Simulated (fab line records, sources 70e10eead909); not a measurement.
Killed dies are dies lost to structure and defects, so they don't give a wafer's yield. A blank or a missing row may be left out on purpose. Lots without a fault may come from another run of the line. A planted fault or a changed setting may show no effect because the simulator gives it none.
Chamber matching | flow nand_harc | NHARC_P_ZERO_WELL_DESCUM_39 on rie_diel-04: 4 sister chambers
The step chemistry O2, time 3 s. 4 wafers are shown with their chamber, then 10 later ones without.

WAFERS WITH THEIR CHAMBER
wafer  | chamber | drypump_motor_current_A (A)
L081.1 | 3       | 5.4
L084.6 | 1       | 4.8
L085.1 | 0       | 5.4
L085.4 | 2       | 6.1

WAFERS WITHOUT THEIR CHAMBER
wafer  | drypump_motor_current_A (A)
L085.6 | 4.8
L087.1 | 5.4
L087.2 | 5.4
L087.3 | 4.8
L090.2 | 6.0
L090.3 | 5.4
L090.6 | 4.8
L097.2 | 5.4
L097.4 | 4.9
L097.6 | 6.0

WHICH CHAMBER EACH WENT THROUGH
wafer  | from the rows above     | in truth
L085.6 | 1                       | 1
L087.1 | can't be placed: 0 or 3 | 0
L087.2 | can't be placed: 0 or 3 | 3
L087.3 | 1                       | 1
L090.2 | 2                       | 2
L090.3 | can't be placed: 0 or 3 | 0
L090.6 | 1                       | 1
L097.2 | can't be placed: 0 or 3 | 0
L097.4 | 1                       | 1
L097.6 | 2                       | 2
Placed correctly: 6 of 10. Can't be placed from these rows: 4 (the true chamber is among the candidates in 4). Placed wrongly: 0.
How it was worked out, from the rows above alone: a wafer's distance from a chamber is the root of the sum, over the readings, of the square of ((its reading less the chamber's mean) divided by the reading's scatter). The wafer belongs to the nearest chamber; if the next one is less than 2 further off, it can't be placed. A chamber's mean is the mean of its shown wafers. The scatter: with one shown wafer a chamber, the root of the mean of the squares of how far each hidden wafer lies from its nearest shown one.
